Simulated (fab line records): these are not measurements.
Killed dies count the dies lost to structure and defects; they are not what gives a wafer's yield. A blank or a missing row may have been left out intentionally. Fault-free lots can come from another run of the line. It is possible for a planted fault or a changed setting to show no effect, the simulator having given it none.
Which tool is to blame?    flow n5 finfet    33 wafers from 12 lots sampled at 5 of the route's 1938 steps

== WHAT THE GAUGES SHOWED, per wafer ==
N5_BEOL_M6_OCD_MEAS_38.
lot   measured      on      trench depth nm (nm)
L620  day 8 06:56   ocd-02  92.4 96.6
L621  day 8 11:04   ocd-02  95.8 95.0 96.0
L626  day 9 19:14   ocd-02  93.6 94.2 97.8
L629  day 10 08:22  ocd-02  96.8 92.9
L636  day 11 22:53  ocd-01  92.6 96.9 96.4
L637  day 12 06:32  ocd-01  94.2 94.0 94.1
L638  day 12 13:04  ocd-02  96.8 91.8 93.1
L639  day 12 21:04  ocd-02  94.4 93.4 95.6
L640  day 13 02:35  ocd-02  92.3 93.4 93.4
L641  day 13 08:35  ocd-01  93.2 92.9
L642  day 13 22:51  ocd-02  93.4 95.7 96.0
L643  day 14 12:08  ocd-02  96.4 92.4 96.4

N5_BEOL_M7_THK_MEAS_01.
lot   measured      on             M7_ILD_THK (nm)
L620  day 8 11:02   film metro-02  153.7 155.2
L621  day 8 15:01   film metro-02  154.3 156.4 158.5
L626  day 9 23:11   film metro-02  153.0 197.3 194.2
L629  day 10 11:49  film metro-02  196.6 154.0
L636  day 12 02:26  film metro-01  153.6 156.5 154.9
L637  day 12 10:25  film metro-01  152.1 154.8 155.3
L638  day 12 16:52  film metro-02  152.1 155.9 156.0
L639  day 13 01:18  film metro-02  152.7 157.2 153.5
L640  day 13 05:32  film metro-02  154.2 153.0 155.8
L641  day 13 12:04  film metro-01  152.7 154.6
L642  day 14 02:26  film metro-01  155.6 155.4 158.5
L643  day 14 15:39  film metro-01  151.9 153.6 156.3

== EACH LOT AND THE TOOL THAT RAN IT (in order: tool; ch and the chambers of the sampled wafers; start) ==
lot   N5_BEOL_M6_CURE_75             N5_BEOL_M7_ILD_DEP_00            N5_BEOL_M7_CURE_74
L620  uv cure-02 ch 2, day 8 07:14   pecvd-03 ch 0,2, day 8 10:28     uv cure-03 ch 2, day 8 10:37
L621  uv cure-02 ch 0, day 8 11:37   pecvd-04 ch 0,1,2, day 8 14:26   uv cure-03 ch 2, day 8 14:40
L626  uv cure-03 ch 1, day 9 19:34   pecvd-04 ch 0,2, day 9 22:01     uv cure-02 ch 2, day 9 22:40
L629  uv cure-03 ch 2, day 10 08:42  pecvd-04 ch 0,1, day 10 11:16    uv cure-03 ch 2, day 10 11:32
L636  uv cure-03 ch 1, day 11 23:11  pecvd-03 ch 1,2, day 12 01:37    uv cure-02 ch 2, day 12 01:55
L637  uv cure-02 ch 2, day 12 06:44  pecvd-02 ch 0,1,2, day 12 09:41  uv cure-03 ch 0, day 12 09:55
L638  uv cure-03 ch 0, day 12 13:18  pecvd-03 ch 1,2, day 12 16:17    uv cure-03 ch 1, day 12 16:26
L639  uv cure-03 ch 0, day 12 21:16  pecvd-04 ch 1,2, day 13 00:44    uv cure-03 ch 2, day 13 00:47
L640  uv cure-01 ch 1, day 13 02:50  pecvd-04 ch 0,1, day 13 04:58    uv cure-01 ch 2, day 13 05:07
L641  uv cure-01 ch 2, day 13 08:50  pecvd-02 ch 0,2, day 13 11:28    uv cure-02 ch 1, day 13 11:38
L642  uv cure-03 ch 0, day 13 23:05  pecvd-04 ch 1,2, day 14 01:52    uv cure-02 ch 0, day 14 02:00
L643  uv cure-03 ch 2, day 14 12:23  pecvd-03 ch 0,1, day 14 15:04    uv cure-02 ch 1, day 14 15:13
- N5_BEOL_M6_CURE_75: cures SiCOH lowk, time 120 s.
- N5_BEOL_M7_ILD_DEP_00: deposits SiCOH lowk from DEMS/porogen, target thk 179.75 nm, time 33.4 s.
- N5_BEOL_M7_CURE_74: cures SiCOH lowk, time 240 s.

== WHAT THE TOOLS THEMSELVES READ (means of the sampled wafers that have a number; where no wafer has one, the mark that the record gives instead) ==
N5_BEOL_M6_CURE_75.
lot   tool        lamp power pct (%)  wafer_temp_C_max
L620  uv cure-02  52.22               371.3
L621  uv cure-02  52.38               371.7
L626  uv cure-03  52.34               372.9
L629  uv cure-03  52.28               373.0
L636  uv cure-03  52.30               372.3
L637  uv cure-02  52.30               371.3
L638  uv cure-03  52.31               371.3
L639  uv cure-03  52.30               371.6
L640  uv cure-01  52.32               371.1
L641  uv cure-01  52.34               372.4
L642  uv cure-03  52.31               371.4
L643  uv cure-03  52.36               372.9

N5_BEOL_M7_ILD_DEP_00.
lot   tool      heater power w (W)  showerhead plenum p Torr (Torr)  throttle valve pct (%)
L620  pecvd-03  328                 5.733                            13.9
L621  pecvd-04  314                 5.726                            14.2
L626  pecvd-04  285                 5.717                            13.6
L629  pecvd-04  335                 5.735                            15.0
L636  pecvd-03  291                 5.725                            13.9
L637  pecvd-02  312                 5.743                            13.8
L638  pecvd-03  363                 5.726                            14.1
L639  pecvd-04  325                 5.736                            13.9
L640  pecvd-04  312                 5.728                            15.4
L641  pecvd-02  294                 5.734                            13.2
L642  pecvd-04  337                 5.737                            14.0
L643  pecvd-03  361                 5.732                            14.5

N5_BEOL_M7_CURE_74.
lot   tool        lamp power pct (%)  wafer_temp_C_max
L620  uv cure-03  52.37               388.5
L621  uv cure-03  52.33               387.9
L626  uv cure-02  52.24               386.5
L629  uv cure-03  52.38               388.0
L636  uv cure-02  52.34               386.8
L637  uv cure-03  52.35               386.3
L638  uv cure-03  52.30               387.6
L639  uv cure-03  52.23               388.3
L640  uv cure-01  52.32               387.6
L641  uv cure-02  52.32               385.8
L642  uv cure-02  52.34               386.0
L643  uv cure-02  52.37               385.9

== THE ANSWER, worked out from the rows above alone ==
Rule: what is usual is taken from the lots themselves. Put in order of their means at a reading, lots are off if they are a third of the lots or fewer, leave a main group of 4 or more, and stand apart from it by a gap of 3 or more times the standard deviation of the main group's means; of several such gaps the widest counts. A main group whose means are all the same, to the digits that the tables above print for the reading, isn't used. A lot without any number at a reading at which 4 lots or more have one is off too. Where the step has rows for the other lots, those lots are counted as sound. After the gauges, taken in route order, come the tools' own readings; for these a lot's mean is taken, as printed above. At the first step where some lot is off, the reading lying furthest off is the one used; lots without a number count as furthest.
Off: L626, L629, seen at N5_BEOL_M7_THK_MEAS_01 (M7_ILD_THK). The main group: mean 154.7 nm, standard deviation 0.92.
If a tool, at a process step before that reading, ran all the lots that are off and no sound lot after the first of them, it fits. Those tools and the gauges at N5_BEOL_M7_THK_MEAS_01 are tried in the same way. Of those tried, none fits.

== WHAT HAD BEEN PUT IN BY THE SIMULATOR ==
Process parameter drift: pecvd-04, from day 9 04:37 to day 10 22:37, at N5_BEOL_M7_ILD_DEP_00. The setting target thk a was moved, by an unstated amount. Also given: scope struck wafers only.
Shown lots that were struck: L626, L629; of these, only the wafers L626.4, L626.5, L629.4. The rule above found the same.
